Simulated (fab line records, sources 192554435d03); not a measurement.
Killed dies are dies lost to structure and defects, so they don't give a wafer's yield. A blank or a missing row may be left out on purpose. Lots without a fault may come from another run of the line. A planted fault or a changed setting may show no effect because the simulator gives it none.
fab line records | flow n5_finfet
record lots=24 wafers=72 last_day=19
route steps=1938 shown BEOL_M10@1524 BEOL_M11@1536 BEOL_M12@1622
lots that met no fault: from a run of the same line without faults
start_h: hours from the record's first day to the start of the lot's first wafer shown | wait_h: hours since the lot's step before | " the same as in the row above | L1.1+2: a row that stands for several wafers | - no value, or no start given | * or withheld: withheld | < > ~ a bound
route shown NAME@n: a module of which the file shows steps, and the number in the route of the first | usual: mean/standard deviation of fault-free wafers | same: alike in all rows | chamber/n: place in a boat | sites: the reading at each site | _std_site: their standard deviation | _edge_site: outer sites' mean less inner sites' | radius_mm: how far each site lies from the wafer's centre | mask NAME#n: copy n | behind: the tool/chamber that last shaped the wafer | hold: why the lot was held/for how many hours/how that ended | device: the transistor (n, p or np) that didn't switch | end of line: the same wafers' tests at the end of the route | a step without rows: its recipe alone | killed: dies lost to structure and defects at the first sort, not the wafer's yield | map: a wafer's dies, x killed, . not, _ none there
set.NAME: the setting as run; set.NAME@STEP: as run at that earlier step | model.NAME: the simulator's own value behind a step, which no gauge read
steps of the route over a sample of lots; a table a step, a row a wafer
services: from which hour (start_h, from the record's first day; less than 0 if before it) a tool's chamber was out of use, for how many hours, and why
## steps
# step N5_BEOL_M10_ALD_74
# recipe material=TaN target_thk_a=20 temp_c=275 ald_precursor_family=PDMAT ald_co_reactant=NH3 pressure_torr=3 carrier_flow_sccm=1500 pulse_time_s=2 purge_time_s=3 co_reactant_purge_time_s=2 co_reactant_pulse_time_s=3 ald_cycles=40 precursor_vessel_temp_c=75 precursor_vessel_pressure_torr=26.25 precursor_vessel_carrier_sccm=1000
# usual heater_power_w=399/37 susceptor_temp_C=274.98/0.18
# columns lot.wafer tool chamber start_h wait_h heater_power_w susceptor_temp_C
L074.2 ald_metal-02 3 257.02 0.0 453 274.98
L074.5 " 3 " " 446 274.84
L074.6 " 0 " " 351 275.28
L075.2 ald_metal-03 1 257.57 0.0 400 274.89
L075.4 " 2 " " 430 274.60
L075.5 " 0 " " 436 274.96
L078.1 ald_metal-03 3 264.91 0.1 402 275.02
L078.2 " 1 " " 405 274.90
L078.6 " 2 " " 419 274.90
L077.2 ald_metal-04 3 265.35 0.0 425 274.93
L077.3 " 2 " " 398 275.11
L077.6 " 2 " " 395 275.09
L076.2 ald_metal-02 0 274.93 0.0 348 275.07
L076.4 " 2 " " 364 274.87
L076.6 " 1 " " 337 274.97
L079.1 ald_metal-04 0 278.59 0.0 416 275.15
L079.4 " 2 " " 399 275.20
L079.5 " 2 " " 412 274.91
L080.1 ald_metal-02 3 278.67 0.0 445 274.87
L080.3 " 2 " " 375 274.60
L080.6 " 3 " " 447 274.94
L081.3 ald_metal-02 2 287.30 0.0 364 275.00
L081.5 " 2 " " 364 274.82
L081.6 " 1 " " 344 275.00
L082.3 ald_metal-03 1 300.42 0.2 395 275.02
L082.5 " 3 " " 397 275.32
L082.6 " 0 " " 427 275.07
L085.4 ald_metal-04 3 310.84 0.1 440 275.08
L085.5 " 2 " " 400 274.89
L085.6 " 1 " " 449 274.84
L083.2 ald_metal-02 0 311.00 0.1 354 274.71
L083.3 " 3 " " 449 274.85
L083.4 " 2 " " 371 275.04
L086.2 ald_metal-03 3 314.54 0.0 393 274.90
L086.5 " 2 " " 436 274.89
L086.6 " 3 " " 393 274.90
L084.1 ald_metal-04 0 321.98 0.1 414 275.22
L084.4 " 2 " " 394 274.96
L084.5 " 1 " " 453 275.03
L087.4 ald_metal-03 1 330.88 0.0 409 274.86
L087.5 " 0 " " 438 275.15
L087.6 " 3 " " 393 274.91
L088.2 ald_metal-04 0 355.13 0.1 372 274.83
L088.3 " 2 " " 384 274.62
L088.4 " 3 " " 434 274.89
L091.1 ald_metal-02 3 356.98 0.0 437 274.88
L091.2 " 1 " " 341 275.15
L091.4 " 2 " " 365 275.16
L089.1 ald_metal-03 1 357.38 0.1 405 274.81
L089.5 " 2 " " 418 274.89
L089.6 " 1 " " 409 274.81
L090.3 ald_metal-02 0 357.66 0.2 354 275.05
L090.4 " 1 " " 344 274.86
L090.5 " 3 " " 451 275.25
L093.3 ald_metal-04 2 357.87 0.2 374 275.03
L093.4 " 3 " " 438 275.03
L093.6 " 1 " " 439 274.80
L092.1 ald_metal-02 1 366.58 0.0 347 274.96
L092.3 " 2 " " 364 275.17
L092.5 " 0 " " 357 275.24
L094.1 ald_metal-02 3 384.82 0.1 444 275.50
L094.2 " 2 " " 367 274.70
L094.5 " 0 " " 359 275.12
L096.2 ald_metal-03 2 390.82 0.1 421 274.91
L096.3 " 0 " " 423 274.84
L096.6 " 0 " " 439 274.84
L095.1 ald_metal-02 1 391.34 0.1 352 275.15
L095.4 " 2 " " 375 274.87
L095.5 " 2 " " 367 274.62
L097.3 ald_metal-02 1 394.26 0.0 350 275.27
L097.4 " 0 " " 356 274.88
L097.5 " 2 " " 370 275.03
# step N5_BEOL_M11_ILD_DEP_00
# recipe material=SiCOH_lowk target_thk_a=3085.1 temp_c=300 precursor=DEMS/porogen pressure_torr=5 rf_w=500 time_s=58
# usual heater_power_w=301/52 showerhead_plenum_p_Torr=5.741/0.016 susceptor_temp_C=300.01/0.18 throttle_valve_pct=14.1/0.7
# columns lot.wafer tool chamber start_h wait_h heater_power_w showerhead_plenum_p_Torr susceptor_temp_C throttle_valve_pct
L074.2 pecvd-02 0 258.56 0.0 289 5.718 300.10 14.8
L074.5 " 0 " " 311 5.718 299.72 14.6
L074.6 " 1 " " 284 5.730 300.36 15.0
L075.2 pecvd-02 0 259.84 0.0 334 5.716 300.25 14.5
L075.4 " 0 " " 343 5.718 299.96 14.5
L075.5 " 1 " " 276 5.740 299.84 15.1
L078.1 pecvd-04 2 266.89 0.0 246 5.728 300.22 13.1
L078.2 " 0 " " 272 5.739 300.28 14.0
L078.6 " 1 " " 268 5.742 300.01 14.2
L077.2 pecvd-04 0 267.51 0.0 272 5.721 299.66 13.7
L077.3 " 1 " " 285 5.761 299.92 14.2
L077.6 " 1 " " 284 5.771 299.80 14.2
L076.2 pecvd-01 0 277.32 0.0 435 5.766 300.00 14.4
L076.4 " 1 " " 308 5.732 299.85 14.2
L076.6 " 0 " " 430 5.750 300.03 14.5
L080.1 pecvd-01 0 280.81 0.0 428 5.765 300.49 14.6
L080.3 " 2 " " 290 5.768 300.00 12.6
L080.6 " 1 " " 277 5.736 299.90 14.2
L079.1 pecvd-01 0 281.26 0.0 378 5.755 300.08 14.6
L079.4 " 0 " " 392 5.744 300.05 14.5
L079.5 " 1 " " 287 5.748 300.07 14.3
L081.3 pecvd-01 0 288.91 0.0 382 5.735 300.12 14.7
L081.5 " 1 " " 298 5.751 299.88 14.1
L081.6 " 2 " " 308 5.751 299.61 12.7
L082.3 pecvd-01 1 305.42 0.0 324 5.754 299.88 14.0
L082.5 " 2 " " 300 5.763 300.11 12.6
L082.6 " 0 " " 392 5.769 300.00 14.6
L085.4 pecvd-04 2 314.22 0.1 256 5.737 299.91 13.0
L085.5 " 1 " " 254 5.772 300.11 13.9
L085.6 " 0 " " 231 5.727 300.21 13.8
L083.2 pecvd-01 0 314.91 0.0 398 5.745 300.15 14.7
L083.3 " 1 " " 288 5.737 300.15 13.9
L083.4 " 2 " " 307 5.762 300.06 12.7
L086.2 pecvd-02 0 318.54 0.0 335 5.721 300.32 14.5
L086.5 " 2 " " 297 5.737 300.20 13.8
L086.6 " 1 " " 277 5.731 299.85 15.0
L084.1 pecvd-04 1 323.51 0.0 249 5.755 299.67 13.9
L084.4 " 0 " " 257 5.726 300.21 13.5
L084.5 " 2 " " 211 5.740 300.28 13.3
L087.4 pecvd-02 0 332.96 0.1 298 5.717 299.98 14.3
L087.5 " 2 " " 297 5.729 299.92 13.9
L087.6 " 1 " " 277 5.743 300.09 14.9
L088.2 pecvd-02 1 356.63 0.0 313 5.743 299.88 14.9
L088.3 " 2 " " 303 5.729 299.62 13.9
L088.4 " 0 " " 310 5.707 300.06 14.5
L091.1 pecvd-02 2 358.51 0.0 299 5.727 300.08 13.8
L091.2 " 0 " " 306 5.696 300.05 14.7
L091.4 " 1 " " 257 5.737 299.43 14.9
L089.1 pecvd-04 2 359.05 0.0 233 5.720 299.85 13.4
L089.5 " 1 " " 290 5.764 300.04 13.9
L089.6 " 2 " " 231 5.723 299.81 13.2
L090.3 pecvd-01 2 359.28 0.0 323 5.767 300.05 12.8
L090.4 " 1 " " 303 5.746 300.18 14.2
L090.5 " 2 " " 322 5.752 300.06 12.9
L093.3 pecvd-02 0 360.32 0.0 335 5.715 300.06 14.6
L093.4 " 2 " " 260 5.723 300.15 13.6
L093.6 " 1 " " 267 5.751 300.02 14.9
L092.1 pecvd-01 2 368.09 0.0 325 5.744 300.00 12.8
L092.3 " 0 " " 418 5.762 300.07 15.0
L092.5 " 2 " " 328 5.760 300.17 13.0
L094.1 pecvd-01 2 387.28 0.0 353 5.750 300.04 13.0
L094.2 " 1 " " 324 5.756 299.90 14.0
L094.5 " 0 " " 397 5.744 299.78 14.4
L096.2 pecvd-02 2 392.70 0.0 252 5.732 299.97 13.7
L096.3 " 1 " " 294 5.741 299.77 15.1
L096.6 " 1 " " 301 5.746 299.84 14.9
L095.1 pecvd-02 0 394.70 0.0 295 5.714 300.13 14.8
L095.4 " 2 " " 292 5.738 300.25 13.8
L095.5 " 1 " " 295 5.746 299.90 15.0
L097.3 pecvd-01 0 397.20 0.0 444 5.746 300.21 14.6
L097.4 " 1 " " 277 5.742 300.00 14.1
L097.5 " 0 " " 353 5.746 300.13 14.6
# step N5_BEOL_M11_DESCUM_16
# recipe chemistry=O2 time_s=7.9 source_power_w=50 bias_power_w=20 pressure_mtorr=20 rf_frequency_hz=2.712e+07 temp_c=40 resist=CAR-ArF o2_flow_sccm=225
# usual drypump_motor_current_A=5.9/0.46 o2_flow_sccm=224.9/0.62 oes_product_au=0.76/0.067 rf_vpp_V=243.2/1.3 showerhead_plenum_p_Torr=2.10/0.059 throttle_valve_pct=20.44/0.29
# columns lot.wafer tool chamber start_h wait_h drypump_motor_current_A o2_flow_sccm oes_product_au rf_hours_counter_h rf_vpp_V showerhead_plenum_p_Torr throttle_valve_pct
L074.2 rie_diel-01 1 261.25 0.0 5.8 226.1 0.69 214 241.7 2.00 20.66
L074.5 " 2 " " 5.9 224.1 0.75 - 244.8 2.20 20.56
L074.6 " 3 " " 6.3 224.5 0.83 - 243.0 2.04 20.16
L075.2 rie_diel-01 1 261.51 0.0 5.8 224.9 0.69 214 243.2 1.99 20.66
L075.4 " 0 " " 6.1 223.1 0.70 197 244.6 2.10 20.82
L075.5 " 2 " " 5.9 225.1 0.76 - 245.0 2.20 20.57
L078.1 rie_diel-01 2 270.37 0.0 5.9 224.8 0.76 127 244.5 2.20 20.57
L078.2 " 0 " " 6.0 224.8 0.70 199 241.7 2.10 20.82
L078.6 " 1 " " 5.8 224.4 0.70 - 241.9 1.99 20.66
L077.2 rie_diel-06 0 270.76 0.0 6.6 225.6 0.87 58 243.9 2.12 19.84
L077.3 " 3 " " 6.0 224.8 0.74 173 244.4 2.10 20.50
L077.6 " 3 " " 6.0 225.1 0.74 - 244.5 2.10 20.49
L076.2 rie_diel-06 3 279.36 0.0 6.0 224.5 0.74 175 244.2 2.10 20.50
L076.4 " 1 " " 5.2 225.6 0.88 40 244.9 2.13 20.53
L076.6 " 3 " " 6.0 225.0 0.74 - 244.3 2.10 20.51
L080.1 rie_diel-06 1 283.75 0.2 5.2 224.8 0.87 41 244.6 2.13 20.53
L080.3 " 2 " " 6.0 225.3 0.73 186 242.8 2.15 20.27
L080.6 " 1 " " 5.2 223.8 0.87 - 244.2 2.13 20.52
L079.1 rie_diel-06 0 284.01 0.4 6.6 224.3 0.86 61 244.2 2.12 19.85
L079.4 " 3 " " 6.0 225.0 0.73 176 244.7 2.10 20.50
L079.5 " 2 " " 5.9 225.1 0.72 - 243.6 2.15 20.26
L081.3 rie_diel-06 3 293.09 0.3 6.0 226.0 0.73 181 242.2 2.10 20.52
L081.5 " 0 " " 6.6 224.9 0.85 - 244.6 2.12 19.85
L081.6 " 1 " " 5.2 225.4 0.86 - 242.5 2.13 20.54
L082.3 rie_diel-01 3 307.38 0.0 6.2 225.0 0.82 81 240.2 2.04 20.16
L082.5 " 0 " " 6.1 224.9 0.69 - 241.9 2.09 20.84
L082.6 " 1 " " 5.8 224.4 0.68 - 241.5 1.99 20.69
L085.4 rie_diel-01 3 317.63 0.0 6.2 224.5 0.82 84 240.4 2.04 20.19
L085.5 " 0 " " 6.1 224.9 0.68 - 241.5 2.09 20.82
L085.6 " 1 " " 5.8 225.5 0.68 - 240.5 1.99 20.69
L083.2 rie_diel-06 3 317.80 0.0 6.0 224.2 0.72 188 242.7 2.10 20.51
L083.3 " 1 " " 5.2 225.5 0.85 54 244.8 2.13 20.54
L083.4 " 2 " " 5.9 224.4 0.71 197 244.9 2.15 20.28
L086.2 rie_diel-03 3 321.37 0.1 4.7 224.9 0.74 167 242.1 2.01 20.57
L086.5 " 0 " " 5.5 223.9 0.86 - 243.9 2.12 20.32
L086.6 " 1 " " 5.0 225.6 0.80 - 242.1 2.01 20.76
L084.1 rie_diel-06 3 325.72 0.0 6.0 225.6 0.73 190 244.4 2.10 20.52
L084.4 " 2 " " 6.0 224.4 0.71 200 243.7 2.15 20.28
L084.5 " 0 " " 6.7 225.4 0.85 - 243.1 2.11 19.88
L087.4 rie_diel-06 2 336.11 1.3 5.9 225.1 0.71 205 242.5 2.14 20.29
L087.5 " 0 " " 6.6 224.4 0.84 - 244.0 2.11 19.87
L087.6 " 3 " " 5.9 225.0 0.72 - 241.7 2.09 20.52
L088.2 rie_diel-06 0 358.46 0.3 6.6 224.6 0.83 85 243.5 2.11 19.87
L088.3 " 1 " " 5.2 225.3 0.83 66 243.6 2.12 20.56
L088.4 " 3 " " 6.0 226.6 0.71 198 243.3 2.09 20.54
L091.1 rie_diel-01 0 361.08 0.2 6.0 223.6 0.68 226 242.3 2.09 20.85
L091.2 " 2 " " 5.9 225.1 0.74 155 244.3 2.19 20.63
L091.4 " 3 " " 6.3 224.9 0.81 96 242.7 2.03 20.19
L089.1 rie_diel-01 1 361.33 0.3 5.8 224.5 0.67 244 241.2 1.98 20.71
L089.5 " 0 " " 6.0 225.6 0.67 - 243.1 2.09 20.86
L089.6 " 1 " " 5.8 225.8 0.67 - 241.5 1.99 20.70
L090.3 rie_diel-01 2 361.62 0.4 5.9 225.3 0.73 155 245.3 2.19 20.64
L090.4 " 1 " " 5.8 224.9 0.68 244 241.0 1.99 20.72
L090.5 " 2 " " 5.9 225.2 0.74 - 246.3 2.19 20.61
L093.3 rie_diel-03 3 361.80 0.0 4.7 225.0 0.74 176 241.6 2.01 20.59
L093.4 " 1 " " 5.0 225.2 0.79 143 240.8 2.01 20.77
L093.6 " 3 " " 4.7 224.7 0.74 - 243.3 2.01 20.59
L092.1 rie_diel-06 2 371.20 0.0 6.0 223.7 0.71 214 243.3 2.14 20.31
L092.3 " 0 " " 6.6 224.8 0.83 91 242.4 2.11 19.89
L092.5 " 3 " " 6.0 224.4 0.71 - 241.7 2.09 20.55
L094.1 rie_diel-01 2 391.33 0.2 5.9 225.1 0.72 167 243.9 2.19 20.63
L094.2 " 0 " " 6.0 223.8 0.66 238 244.2 2.09 20.87
L094.5 " 2 " " 5.9 224.9 0.72 - 244.0 2.19 20.64
L096.2 rie_diel-06 1 395.87 1.4 5.2 224.6 0.82 79 244.5 2.12 20.57
L096.3 " 3 " " 6.0 225.0 0.70 208 244.1 2.09 20.55
L096.6 " 0 " " 6.6 224.7 0.82 - 244.7 2.11 19.89
L095.1 rie_diel-01 2 398.20 1.1 5.9 225.5 0.72 171 243.6 2.19 20.65
L095.4 " 3 " " 6.2 224.9 0.78 - 241.4 2.03 20.24
L095.5 " 0 " " 6.1 225.6 0.66 - 242.3 2.08 20.87
L097.3 rie_diel-06 3 400.95 0.4 6.0 225.4 0.70 211 241.8 2.09 20.55
L097.4 " 0 " " 6.6 224.0 0.83 101 243.6 2.11 19.91
L097.5 " 2 " " 5.9 225.0 0.70 - 244.6 2.14 20.32
# step N5_BEOL_M11_STRIP_36
# recipe chemistry=N2/H2 power_w=450 temp_c=40 pressure_mtorr=20 rf_frequency_hz=6e+07 overash_fraction=0.3 bias_power_w=7 h2_frac=0.5 n2_flow_sccm=200 h2_flow_sccm=200
# usual drypump_motor_current_A=5.7/0.56 oes_product_au=0.78/0.064 rf_vpp_V=59.4/1.8 showerhead_plenum_p_Torr=2.54/0.07 throttle_valve_pct=23.62/0.29
# columns lot.wafer tool chamber start_h wait_h drypump_motor_current_A oes_product_au rf_hours_counter_h rf_vpp_V showerhead_plenum_p_Torr throttle_valve_pct
L075.2 rie_diel-06 0 263.77 0.0 6.6 0.85 56 56.1 2.59 23.18
L075.4 " 1 " " 5.2 0.88 36 58.5 2.59 23.87
L075.5 " 1 " " 5.2 0.86 - 60.6 2.59 23.88
L074.2 rie_diel-03 1 263.94 0.0 5.0 0.80 122 58.3 2.45 24.01
L074.5 " 1 " " 5.0 0.80 - 58.8 2.45 23.96
L074.6 " 0 " " 5.5 0.88 - 61.1 2.60 23.52
L077.2 rie_diel-01 2 272.68 0.0 5.9 0.77 127 60.3 2.65 23.40
L077.3 " 1 " " 5.8 0.69 217 59.3 2.42 23.87
L077.6 " 0 " " 6.1 0.69 - 57.4 2.52 23.82
L078.1 rie_diel-06 1 272.85 0.0 5.1 0.86 38 57.3 2.59 23.90
L078.2 " 2 " " 5.9 0.73 183 56.4 2.63 23.60
L078.6 " 1 " " 5.2 0.89 - 61.5 2.59 23.94
L076.2 rie_diel-06 2 281.04 0.0 6.0 0.73 185 60.4 2.63 23.59
L076.4 " 1 " " 5.2 0.87 40 58.3 2.59 23.91
L076.6 " 0 " " 6.6 0.86 - 61.8 2.59 23.19
L080.1 rie_diel-06 1 286.00 0.0 5.2 0.87 43 59.2 2.59 23.87
L080.3 " 0 " " 6.6 0.87 63 59.2 2.59 23.20
L080.6 " 1 " " 5.2 0.87 - 58.9 2.59 23.90
L079.1 rie_diel-06 2 286.47 0.0 6.0 0.72 187 57.0 2.63 23.62
L079.4 " 1 " " 5.2 0.86 43 56.8 2.59 23.92
L079.5 " 3 " " 6.0 0.74 - 58.2 2.52 23.51
L081.3 rie_diel-06 2 295.38 0.0 5.9 0.71 192 60.8 2.63 23.64
L081.5 " 2 " " 6.0 0.72 - 58.8 2.63 23.63
L081.6 " 1 " " 5.2 0.85 - 59.9 2.58 23.94
L082.3 rie_diel-03 1 310.28 0.0 5.0 0.79 130 61.9 2.45 24.02
L082.5 " 0 " " 5.5 0.86 - 58.1 2.59 23.52
L082.6 " 1 " " 5.0 0.80 - 61.3 2.45 24.01
L083.2 rie_diel-01 1 320.56 0.0 5.8 0.68 234 59.7 2.41 23.87
L083.3 " 3 " " 6.2 0.83 84 58.2 2.45 23.13
L083.4 " 2 " " 5.9 0.74 144 59.0 2.64 23.46
L085.4 rie_diel-06 0 320.92 0.0 6.6 0.87 76 60.3 2.58 23.21
L085.5 " 0 " " 6.6 0.87 - 59.5 2.58 23.22
L085.6 " 3 " " 5.9 0.72 - 61.6 2.51 23.53
L086.2 rie_diel-03 1 322.92 0.0 5.0 0.80 134 58.7 2.44 24.00
L086.5 " 2 " " 5.1 0.77 - 58.3 2.56 23.77
L086.6 " 3 " " 4.7 0.74 - 58.9 2.43 24.00
L084.1 rie_diel-06 1 329.80 0.0 5.2 0.83 59 60.2 2.58 23.90
L084.4 " 2 " " 6.0 0.70 201 58.8 2.62 23.64
L084.5 " 0 " " 6.6 0.83 - 57.6 2.58 23.18
L087.4 rie_diel-03 1 337.66 0.0 5.0 0.80 137 59.7 2.44 24.00
L087.5 " 0 " " 5.5 0.87 - 60.9 2.59 23.56
L087.6 " 3 " " 4.7 0.74 - 60.0 2.43 24.01
L088.2 rie_diel-03 0 359.70 0.0 5.5 0.84 58 56.7 2.59 23.53
L088.3 " 2 " " 5.1 0.75 134 57.9 2.56 23.83
L088.4 " 3 " " 4.7 0.73 175 55.8 2.42 24.03
L091.1 rie_diel-01 3 363.85 0.0 6.2 0.82 96 62.7 2.44 23.12
L091.2 " 0 " " 6.0 0.68 227 55.9 2.51 23.88
L091.4 " 1 " " 5.8 0.67 244 60.2 2.41 23.89
L090.3 rie_diel-06 2 364.02 0.0 6.0 0.71 211 59.4 2.62 23.66
L090.4 " 0 " " 6.6 0.83 87 58.5 2.58 23.25
L090.5 " 1 " " 5.2 0.82 - 60.0 2.58 23.93
L093.3 rie_diel-03 0 364.20 0.0 5.5 0.87 60 57.8 2.59 23.57
L093.4 " 1 " " 5.0 0.78 143 58.1 2.44 24.03
L093.6 " 0 " " 5.5 0.86 - 58.1 2.59 23.50
L089.1 rie_diel-06 1 364.49 0.0 5.2 0.82 68 62.5 2.57 23.95
L089.5 " 0 " " 6.6 0.84 - 58.8 2.58 23.24
L089.6 " 3 " " 6.0 0.70 - 60.5 2.51 23.53
L092.1 rie_diel-03 3 373.85 0.0 4.7 0.75 179 58.2 2.42 24.05
L092.3 " 0 " " 5.5 0.86 63 60.9 2.59 23.56
L092.5 " 1 " " 5.0 0.79 - 61.6 2.44 23.97
L094.1 rie_diel-01 3 393.02 0.0 6.2 0.79 108 61.0 2.44 23.10
L094.2 " 0 " " 6.0 0.67 238 56.0 2.51 23.89
L094.5 " 0 " " 6.0 0.67 - 63.3 2.51 23.89
L096.2 rie_diel-01 3 397.80 0.0 6.3 0.79 112 56.0 2.44 23.10
L096.3 " 2 " " 5.9 0.72 171 61.8 2.63 23.50
L096.6 " 3 " " 6.2 0.78 - 58.8 2.44 23.15
L095.1 rie_diel-06 1 400.07 0.0 5.2 0.80 81 60.2 2.57 23.99
L095.4 " 2 " " 5.9 0.70 224 58.1 2.61 23.70
L095.5 " 1 " " 5.2 0.82 - 60.5 2.57 23.94
L097.3 rie_diel-01 0 403.07 0.0 6.1 0.67 245 59.7 2.50 23.89
L097.4 " 0 " " 6.1 0.67 - 60.6 2.50 23.87
L097.5 " 3 " " 6.3 0.79 - 61.0 2.43 23.15
# step N5_BEOL_M11_SPUTTER_48
# recipe material=Cu target_thk_a=120 temp_c=-20 bias_v=60 power_w=26000 chamber_pressure_pa=0.13 time_s=2
# usual susceptor_temp_C=-19.99/0.1 throttle_valve_pct=30.3/0.96
# columns lot.wafer tool chamber start_h wait_h susceptor_temp_C throttle_valve_pct
L075.2 pvd_sputter-03 - 265.59 0.2 -20.17 31.5
L075.4 " - " " -19.96 29.9
L075.5 " - " " -20.00 30.9
L074.2 pvd_sputter-03 - 265.89 0.1 -20.29 31.5
L074.5 " - " " -19.93 30.3
L074.6 " - " " -20.14 31.4
L077.2 pvd_sputter-02 - 274.14 0.1 -19.92 30.3
L077.3 " - " " -20.04 31.7
L077.6 " - " " -20.03 29.6
L078.1 pvd_sputter-03 - 274.75 0.4 -19.89 30.0
L078.2 " - " " -20.12 31.6
L078.6 " - " " -19.93 31.5
L076.2 pvd_sputter-02 - 284.06 0.1 -20.05 31.8
L076.4 " - " " -20.07 29.5
L076.6 " - " " -19.88 29.8
L080.1 pvd_sputter-01 - 288.60 0.3 -19.97 30.0
L080.3 " - " " -20.14 30.7
L080.6 " - " " -20.03 30.3
L079.1 pvd_sputter-01 - 288.68 0.3 -19.81 28.1
L079.4 " - " " -20.06 30.6
L079.5 " - " " -19.98 30.2
L081.3 pvd_sputter-01 - 296.92 0.1 -19.95 30.3
L081.5 " - " " -20.04 30.5
L081.6 " - " " -19.93 30.3
L082.3 pvd_sputter-02 - 313.02 0.3 -20.08 31.8
L082.5 " - " " -19.97 31.7
L082.6 " - " " -19.94 29.9
L083.2 pvd_sputter-01 - 322.33 0.1 -19.94 28.3
L083.3 " - " " -19.81 30.5
L083.4 " - " " -19.97 30.1
L085.4 pvd_sputter-02 - 322.72 0.1 -19.94 29.6
L085.5 " - " " -20.19 31.6
L085.6 " - " " -20.16 30.4
L086.2 pvd_sputter-02 - 324.91 0.1 -19.97 31.5
L086.5 " - " " -19.91 31.8
L086.6 " - " " -20.02 29.5
L084.1 pvd_sputter-03 - 331.73 0.3 -19.99 31.3
L084.4 " - " " -19.94 30.1
L084.5 " - " " -19.97 31.4
L087.4 pvd_sputter-01 - 340.35 0.0 -20.04 28.1
L087.5 " - " " -20.21 30.2
L087.6 " - " " -19.92 31.0
L088.2 pvd_sputter-03 - 361.52 0.2 -19.89 30.4
L088.3 " - " " -20.07 31.3
L088.4 " - " " -20.05 29.8
L091.1 pvd_sputter-01 - 365.28 0.1 -20.03 30.4
L091.2 " - " " -19.90 28.1
L091.4 " - " " -20.02 30.3
L090.3 pvd_sputter-03 - 365.68 0.1 -19.96 31.7
L090.4 " - " " -20.05 30.2
L090.5 " - " " -19.98 31.2
L093.3 pvd_sputter-01 - 365.98 0.1 -20.00 30.6
L093.4 " - " " -20.08 28.1
L093.6 " - " " -19.88 30.0
L089.1 pvd_sputter-03 - 366.52 0.1 -20.11 31.6
L089.5 " - " " -19.90 30.1
L089.6 " - " " -20.02 29.8
L092.1 pvd_sputter-01 - 377.17 0.3 -20.00 30.6
L092.3 " - " " -20.06 30.3
L092.5 " - " " -19.90 30.3
L094.1 pvd_sputter-03 - 394.44 0.1 -20.09 29.8
L094.2 " - " " -20.04 31.5
L094.5 " - " " -20.00 30.0
L096.2 pvd_sputter-03 - 400.93 0.1 -19.96 31.7
L096.3 " - " " -19.92 30.4
L096.6 " - " " -20.02 31.4
L095.1 pvd_sputter-01 - 401.58 0.1 -19.99 30.3
L095.4 " - " " -19.74 30.1
L095.5 " - " " -19.93 30.1
L097.3 pvd_sputter-03 - 405.52 0.1 -20.07 30.1
L097.4 " - " " -20.03 31.4
L097.5 " - " " -20.08 29.8
# step N5_BEOL_M12_CD_MEAS_17
# recipe target_cd_nm=140 polarity=opening
# usual cd_nm=140.2/1.6
# columns lot.wafer tool chamber start_h wait_h cd_nm
L075.2 cd_sem-03 - 267.63 0.0 140.1
L075.4 " - " " 136.8
L075.5 " - " " 140.3
L074.2 cd_sem-01 - 268.29 0.0 141.0
L074.5 " - " " 142.0
L074.6 " - " " 139.9
L077.2 cd_sem-03 - 276.17 0.0 139.5
L077.3 " - " " 137.5
L077.6 " - " " 138.8
L078.1 cd_sem-03 - 276.92 0.0 137.4
L078.2 " - " " 139.8
L078.6 " - " " 138.9
L076.2 cd_sem-03 - 286.64 0.0 139.7
L076.4 " - " " 137.6
L076.6 " - " " 140.0
L080.1 cd_sem-01 - 290.64 0.0 136.8
L080.3 " - " " 140.4
L080.6 " - " " 139.2
L079.1 cd_sem-01 - 290.90 0.0 143.0
L079.4 " - " " 140.5
L079.5 " - " " 141.1
L081.3 cd_sem-02 - 301.08 0.0 138.8
L081.5 " - " " 140.4
L081.6 " - " " 138.8
L082.3 cd_sem-01 - 318.81 0.0 140.2
L082.5 " - " " 139.0
L082.6 " - " " 138.3
L083.2 cd_sem-02 - 324.59 0.0 141.8
L083.3 " - " " 142.5
L083.4 " - " " 141.0
L085.4 cd_sem-01 - 324.86 0.0 139.4
L085.5 " - " " 141.4
L085.6 " - " " 142.0
L086.2 cd_sem-02 - 327.12 0.0 140.1
L086.5 " - " " 142.4
L086.6 " - " " 140.8
L084.1 cd_sem-03 - 335.80 0.0 140.2
L084.4 " - " " 141.1
L084.5 " - " " 141.6
L087.4 cd_sem-01 - 350.87 0.0 140.9
L087.5 " - " " 141.2
L087.6 " - " " 141.5
L088.2 cd_sem-01 - 364.08 0.0 138.7
L088.3 " - " " 140.2
L088.4 " - " " 138.3
L091.1 cd_sem-02 - 367.54 0.0 139.4
L091.2 " - " " 136.7
L091.4 " - " " 139.3
L090.3 cd_sem-03 - 367.95 0.0 136.5
L090.4 " - " " 141.5
L090.5 " - " " 141.6
L093.3 cd_sem-03 - 368.26 0.0 142.1
L093.4 " - " " 141.0
L093.6 " - " " 141.8
L089.1 cd_sem-03 - 368.82 0.0 142.0
L089.5 " - " " 140.7
L089.6 " - " " 139.3
L092.1 cd_sem-02 - 379.20 0.0 138.0
L092.3 " - " " 139.6
L092.5 " - " " 140.9
L094.1 cd_sem-01 - 398.09 0.0 141.5
L094.2 " - " " 141.5
L094.5 " - " " 145.4
L096.2 cd_sem-03 - 403.00 0.0 141.9
L096.3 " - " " 140.9
L096.6 " - " " 142.4
L095.1 cd_sem-03 - 403.86 0.0 139.3
L095.4 " - " " 141.0
L095.5 " - " " 139.6
L097.3 cd_sem-02 - 407.75 0.0 138.4
L097.4 " - " " 140.0
L097.5 " - " " 139.7
## services
# columns tool chamber start_h hours kind
ald_metal-03 - 238.23 6.0 pm
pecvd-02 - 240.29 0.7 repair
pecvd-02 2 245.18 15.3 repair
rie_diel-03 2 257.70 2.6 repair
pvd_sputter-01 - 272.01 0.5 repair
ald_metal-03 - 281.16 1.4 repair
rie_diel-03 - 281.46 14.6 pm
pecvd-02 1 291.84 19.8 repair
ald_metal-03 - 310.46 0.6 repair
ald_metal-04 0 325.42 3.8 repair
ald_metal-04 - 325.85 1.7 repair
ald_metal-04 - 337.25 14.0 pm
ald_metal-02 - 345.13 1.2 pm
rie_diel-03 0 348.81 7.2 repair
pecvd-01 - 353.31 0.8 repair
ald_metal-03 - 359.61 20.6 repair
pvd_sputter-02 - 375.57 6.0 repair
pvd_sputter-03 - 378.12 2.5 repair
ald_metal-03 - 380.23 2.8 pm
rie_diel-01 1 381.93 - clean
rie_diel-01 1 381.93 - consumable_replace:focus_ring
pecvd-02 0 388.25 6.3 repair
rie_diel-06 3 390.17 4.9 repair
pecvd-02 - 404.61 0.9 repair
## key
fault none
